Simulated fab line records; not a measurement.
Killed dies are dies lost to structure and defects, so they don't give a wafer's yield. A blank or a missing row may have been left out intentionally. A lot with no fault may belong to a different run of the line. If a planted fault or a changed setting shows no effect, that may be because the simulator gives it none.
Matching of chambers	flow nand harc	NHARC_P_CONTACT_DEP_30 on pecvd-01 has 3 sister chambers
The step deposits SiNx, target thk 30 nm. 6 wafers are shown with their chamber, then 11 later ones without.

== WAFERS PAIRED WITH THEIR CHAMBERS ==
wafer	chamber	heater power w (W)
L085.6	1	652
L086.4	0	688
L087.2	0	643
L087.4	1	632
L087.6	2	633
L088.1	2	576

== WAFERS WITH NO CHAMBER GIVEN ==
wafer	heater power w (W)
L088.2	561
L088.5	594
L089.4	597
L089.5	604
L089.6	625
L091.1	574
L091.4	578
L091.5	681
L093.2	574
L093.3	564
L093.6	649

== EACH ONE'S CHAMBER ==
wafer	from the rows above	in truth
L088.2	can't be placed: 2 or 1 or 0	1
L088.5	can't be placed: 2 or 1 or 0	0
L089.4	can't be placed: 2 or 1 or 0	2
L089.5	can't be placed: 2 or 1 or 0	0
L089.6	can't be placed: 1 or 2 or 0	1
L091.1	can't be placed: 2 or 1 or 0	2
L091.4	can't be placed: 2 or 1 or 0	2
L091.5	can't be placed: 0 or 1 or 2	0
L093.2	can't be placed: 2 or 1 or 0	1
L093.3	can't be placed: 2 or 1 or 0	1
L093.6	can't be placed: 1 or 0 or 2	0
0 of 11 placed correctly. Cannot be placed on the basis of these rows: 11; the candidates contain the true chamber in 11. 0 placed wrongly.
How it was worked out, from the rows above alone: a wafer's distance from a chamber is the root of the sum, over the readings, of the square of ((its reading less the chamber's mean) divided by the reading's scatter). If the next closest chamber is less than 2 further off than the closest, the wafer can't be placed; otherwise it belongs to the closest. For every chamber, the mean is computed from those of its wafers that are shown. The scatter: the root of (the sum of the squares of (reading less its chamber's mean) over the shown wafers, divided by (wafers less chambers)).
